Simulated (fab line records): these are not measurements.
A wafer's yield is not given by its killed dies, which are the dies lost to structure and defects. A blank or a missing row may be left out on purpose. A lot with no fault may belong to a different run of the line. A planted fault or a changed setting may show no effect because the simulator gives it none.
Struck lot and sound lot, side by side	flow n5_finfet	37 out of 1938 route steps
Sound: these wafers, L614.2, L614.3, L614.5. Struck: wafers L617.1, L617.2, L617.4. The cause is given at the end.
Per side, at each step with rows, come the tool, then ch with its chambers, and then its first start. Under that, the readings that differ: sound wafers	struck wafers	difference of the means	sigmas: that difference in standard deviations of wafers without a fault.
alike: a reading whose means differ by less than 2 such deviations, as well as words and numbers matching on both sides. not compared: withheld readings; readings where some wafer has no value; bounds like >300 that might hide an equal value; numbers whose values overlap and for which the record gives no deviation.
The two part at a step that has a row with sigmas, a row that says differs or no value, or rows on one side only. Non-overlapping numbers with no deviation appear without sigmas and do not part them. Lack of a reading on every wafer of one side parts them only where that side has two or more wafers.

first, 9 steps without rows for these wafers: N5_BEOL_M4_ANNEAL_95 (time 240 s); N5_BEOL_M4_SPUTTER_96 (material Cu, target thk 4.5 nm, time 8.29 s); N5_BEOL_M4_ECD_50 (material Cu, target thk 300 nm); N5_BEOL_M4_ANNEAL_51 (time 90 s); N5_BEOL_M4_CMP_52 (polishes, stops on SiOC, t overpolish 6.8 s, target thk 40 nm); N5_BEOL_M4_PRE_CLEAN_60 (time 15 s); N5_BEOL_M4_CO_CAP_55 (material Co, precursor CCTBA/H2, target thk 2 nm, time 102.1 s); N5_BEOL_M4_PRE_CLEAN_56 (time 15 s); N5_BEOL_M4_DEP_57 (deposits SiCN from 3MS/NH3, target thk 8 nm, time 14 s).
N5_BEOL_M4_RC_MEAS_101:
  sound on prober-01 ch 0, day 10 01:55; struck on prober-01 ch 0, day 10 22:22
  alike: DIBL_N, DIBL_P, IOFF_N, IOFF_P, ION_N, ION_P, SS_N, SS_P, VT_N, VT_P
then, 24 steps without rows for these wafers: N5_BEOL_M5_ILD_DEP_00 (deposits SiCOH lowk from DEMS/porogen, target thk 140.64 nm, time 25.9 s); N5_BEOL_M5_CURE_79 (cures SiCOH lowk, time 240 s); N5_BEOL_M5_PECVD_70 (deposits SiO2 from TEOS/O2, target thk 16 nm, time 18 s); N5_BEOL_M5_HM_DEP_02 (deposits TiN, target thk 20 nm); N5_BEOL_M5_COAT_59 (time 60 s, resist thk 60 nm); N5_BEOL_M5_COAT_60 (time 60 s, resist thk 12 nm); N5_BEOL_M5_COAT_71 (time 60 s, resist thk 5 nm); N5_BEOL_M5_COAT_05 (resist thk 30 nm); N5_BEOL_M5_EBR_07; N5_BEOL_M5_SOFTBAKE_06 (time 60 s); N5_BEOL_M5_EXPOSE_08 (exposes mask M5, target cd 28 nm); N5_BEOL_M5_PEB_09 (peb time 60 s); N5_BEOL_M5_DEVELOP_10 (develop time 30 s); N5_BEOL_M5_DESCUM_16 (chemistry O2, time 7 s); N5_BEOL_M5_ETCH_72 (etches underlayer in N2/H2, target depth 6.5 nm, time 5.2 s); N5_BEOL_M5_ETCH_61 (etches SiARC in CF4, target depth 15.6 nm, time 26 s); N5_BEOL_M5_ETCH_62 (etches SOC in N2/H2, target depth 75 nm, overetch 15 nm, time 112.5 s); N5_BEOL_M5_STRIP_63 (strips in N2/H2); N5_BEOL_M5_STRIP_73 (strips in N2/H2); N5_BEOL_M5_STRIP_64 (strips in CF4); N5_BEOL_M5_HM_OPEN_17 (chemistry Cl2/BCl3, target TiN, target depth 20 nm, overetch 6 nm); N5_BEOL_M5_STRIP_19 (strips in O2); N5_BEOL_M5_COAT_65 (time 60 s, resist thk 60 nm); N5_BEOL_M5_COAT_66 (time 60 s, resist thk 12 nm).
N5_BEOL_M6_CVD_78: deposits Co from CCTBA/H2, target thk 2 nm, time 142.3 s.
  sound on cvd_co-02 ch 0,1,2, day 10 20:31; struck on cvd_co-02 ch 0,1,2, day 11 15:56
  no value came back on the struck wafers for chamber_pressure_Torr (Torr), run_length_s (s); on the sound wafers chamber_pressure_Torr (Torr) reads 30.06 30.08 29.84
N5_BEOL_M6_CMP_52: polishes, stops on SiCOH lowk, t overpolish 6.9 s, target thk 80 nm.
  sound on cmp-01 ch 0,1,2, day 10 21:38; struck on cmp-04 ch 0,1,2, day 11 16:41
reading	sound	struck	difference	sigmas
barrier_field_endpoint_s (s)	29.1 28.5 28.3	25.7 26.4 26.0	-2.6	-4
model.Cu_of_BEOL_M6_ECD_50.thk_nm (nm)	81 79.6 79.2	83.2 83.4 81.4	+2.7	
  alike: motor_current_A
-- the record jumps here: 3 days lie between the struck wafers' starts before and after (it left off in module BEOL_M6 and takes up again in module PASSIVATION, whose first step shown is number 1936 of the route) --
N5_PASSIVATION_PROBE_49:
  sound: prober-02 at day 13 19:26; struck: prober-02 at day 15 01:16
reading	sound	struck	difference	sigmas
defect_limited_yield (%)	91.4 92.1 91.2	12.0 12.6 13.6	-78.8	-56
killed_at_M4_up	12 10 9	970 953 941	+944	+99 or more
killed_dies	101 93 104	1038 1031 1020	+930	+58
killed_on_rim	13 11 9	152 120 151	+130	+36
sort_bin_5_function (%)	4.0 5.2 5.5	75.8 76.1 74.6	+70.6	+74
sort_bin_6_memory (%)	4.1 2.2 2.7	12.0 11.0 11.3	+8.4	+14
sort_n_pass	1079 1087 1076	142 149 160	-930	-58
sort_yield_pct (%)	91.4 92.1 91.2	12.0 12.6 13.6	-78.8	-56
  alike: killed_at_M0_to_M3, killed_at_contacts, killed_at_front_end, killed_at_other, killed_open, killed_short

== WHERE THEY PART ==
Last at N5_PASSIVATION_PROBE_49 as far as this record goes, first at N5_BEOL_M6_CVD_78.

WHY: the cause the simulator had injected
Skipped step whole: cvd_co-02, from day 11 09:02 on, at N5_BEOL_M6_CVD_78. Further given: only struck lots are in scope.
